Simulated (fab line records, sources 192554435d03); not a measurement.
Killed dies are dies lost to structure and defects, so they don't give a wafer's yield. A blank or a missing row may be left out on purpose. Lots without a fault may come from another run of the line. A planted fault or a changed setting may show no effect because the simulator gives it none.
Split-lot experiment | flow n5_finfet | 7 lots, 21 wafers read, on a route of 1938 steps

THE SPLIT
At N5_MIM_TOP_LITHO_EXPOSE_05 (exposes mask MIM TOP, target cd 2000 nm), the setting dose_mj was moved away from the recipe's 20.5 on 9 of the 21 wafers read, by -6.2% to +7.0%. The other wafers ran this setting at the recipe's value.

FROM THE SPLIT TO THE READING: what the file shows between them, 3 steps
- N5_MIM_TOP_LITHO_PEB_06
- N5_MIM_TOP_LITHO_DEVELOP_07: develop time 60 s
- N5_MIM_TOP_LITHO_HARDBAKE_09: time 120 s

THE READING
cd_nm, in nm, at N5_MIM_TOP_LITHO_CD_MEAS_08 (target cd 2000 nm). Fault-free wafers of this fab line usually give 1999.5 nm, standard deviation 2.1 nm.

wafer  | tool, chamber at the split | dose_mj as run | against the recipe | cd_nm, nm | against lot-mates on the recipe
L076.3 | krf_scanner-01, 0          | 20.5           | recipe             | 1996.1    | -
L076.5 | krf_scanner-01, 0          | 21.41          | +4.4%              | 1989.7    | -6.4
L076.6 | krf_scanner-01, 0          | 21.41          | +4.4%              | 1990.1    | -6.0
L080.2 | krf_scanner-01, 0          | 21.94          | +7.0%              | 1988.8    | -11.2
L080.5 | krf_scanner-01, 0          | 20.5           | recipe             | 2000.0    | -
L080.6 | krf_scanner-01, 0          | 21.94          | +7.0%              | 1988.8    | -11.2
L082.3 | krf_scanner-02, 0          | 20.5           | recipe             | 1996.1    | -
L082.5 | krf_scanner-02, 0          | 20.5           | recipe             | 1998.8    | -
L082.6 | krf_scanner-02, 0          | 20.5           | recipe             | 1999.5    | -
L084.1 | krf_scanner-01, 0          | 20.98          | +2.3%              | 1997.0    | no lot-mate on the recipe
L084.2 | krf_scanner-01, 0          | 20.98          | +2.3%              | 1991.7    | no lot-mate on the recipe
L084.6 | krf_scanner-01, 0          | 20.98          | +2.3%              | 1993.1    | no lot-mate on the recipe
L094.1 | krf_scanner-01, 0          | 20.5           | recipe             | 1998.0    | -
L094.4 | krf_scanner-01, 0          | 20.5           | recipe             | 2000.6    | -
L094.5 | krf_scanner-01, 0          | 20.5           | recipe             | 1996.3    | -
L089.1 | krf_scanner-01, 0          | 20.5           | recipe             | 2000.0    | -
L089.4 | krf_scanner-01, 0          | 20.5           | recipe             | 1998.0    | -
L089.6 | krf_scanner-01, 0          | 19.22          | -6.2%              | 2013.1    | +14.1
L091.3 | krf_scanner-01, 0          | 20.5           | recipe             | 1999.5    | -
L091.4 | krf_scanner-01, 0          | 20.5           | recipe             | 1999.4    | -
L091.5 | krf_scanner-01, 0          | 19.47          | -5.0%              | 2008.8    | +9.3

THE FIT
A straight line over all 21 wafers: cd_nm changes by -1.81 nm for each +1% of dose_mj; r = -0.95; the points scatter about the line by 1.9 nm.
The same after taking each lot's own level away (the mean of its wafers on the recipe; 18 wafers): -1.75 nm for each +1%; r = -0.97; scatter 1.4 nm.
On that fit, the largest move of dose_mj shifts the reading by 12 nm.
The lots' own levels span 1996.10 to 2000.00 nm, that is 1.9 times the standard deviation above.
So the lot-to-lot level changes the slope little: the two slopes agree.
Check: with one of the wafers moved furthest among these (+7.0%) left out of the fit, the line predicts -12 nm for it against its lot-mates. It came out at -11.2 nm against them.

OTHER SPLITS ON THESE WAFERS
These wafers also went through other splits before the reading. Each is held against what the fit with the lots' levels taken away leaves over:
other split on the same wafers    | wafers away from the commonest value | r with cd_nm (lot level and that fit taken away)
N5_BEOL_M12_STRIP_37 h2_flow_sccm | 6                                    | +0.03
N5_BEOL_M15_TRENCH_ETCH_34 bias_w | 3                                    | -0.01
N5_BEOL_M15_SPUTTER_44 time_s     | 8                                    | -0.25

THE WHOLE CHAIN: every reading that the file lists as answering this split, in the file's order
step                        | what it does             | reading                                                              | change (the file's fit)              | r (the file's)
N5_MIM_TOP_LITHO_CD_MEAS_08 | target cd 2000 nm        | cd_nm                                                                | -1.81 nm for each +1% of the setting | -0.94
N5_MIM_TOP_LITHO_DESCUM_10  | chemistry O2, time 7.9 s | MIM_TOP_LITHO.cd_nm (the simulator's own value, which no gauge read) | -1.68 nm for each +1% of the setting | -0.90

THE FILE'S OWN FIT
cd_nm changes by -1.81 nm for each +1% of dose_mj, r = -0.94.
